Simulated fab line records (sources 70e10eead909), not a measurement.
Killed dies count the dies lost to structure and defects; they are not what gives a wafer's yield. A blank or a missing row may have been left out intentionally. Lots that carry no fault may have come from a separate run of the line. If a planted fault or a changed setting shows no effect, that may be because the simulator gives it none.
Chamber matching    flow nand_harc    pecvd-01 running NHARC_P_M0_DEP_32: 3 sister chambers
The step deposits SiCN, target thk 30 nm. 3 wafers are shown with their chamber, then 7 later ones without.

## EACH WAFER AND ITS CHAMBER
wafer   chamber  showerhead_vpp_V (V)
L083.4  2        1202
L085.2  1        1239
L085.3  0        1208

## WAFERS WITHOUT THEIR CHAMBER
wafer   showerhead_vpp_V (V)
L085.4  1238
L094.1  1205
L094.2  1212
L094.4  1202
L097.1  1173
L097.2  1216
L097.5  1199

## WHICH CHAMBER EACH WENT THROUGH
wafer   from the rows above           in truth
L085.4  1                             1
L094.1  can't be placed: 0 or 2       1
L094.2  can't be placed: 0 or 2 or 1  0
L094.4  can't be placed: 2 or 0       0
L097.1  can't be placed: 2 or 0       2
L097.2  can't be placed: 0 or 2 or 1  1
L097.5  can't be placed: 2 or 0       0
1 of 7 placed correctly. From these rows, 6 cannot be placed; in 5 the true chamber is one of the candidates. Number placed wrongly: 0.
How it was worked out, from the rows above alone: a wafer's distance from a chamber is the root of the sum, over the readings, of the square of ((its reading less the chamber's mean) divided by the reading's scatter). The wafer belongs to the nearest chamber; if the next one is less than 2 further off, it can't be placed. For every chamber, the mean is computed from those of its wafers that are shown. The scatter: root of mean squared gap, hidden wafer to nearest shown wafer, with one shown wafer a chamber.
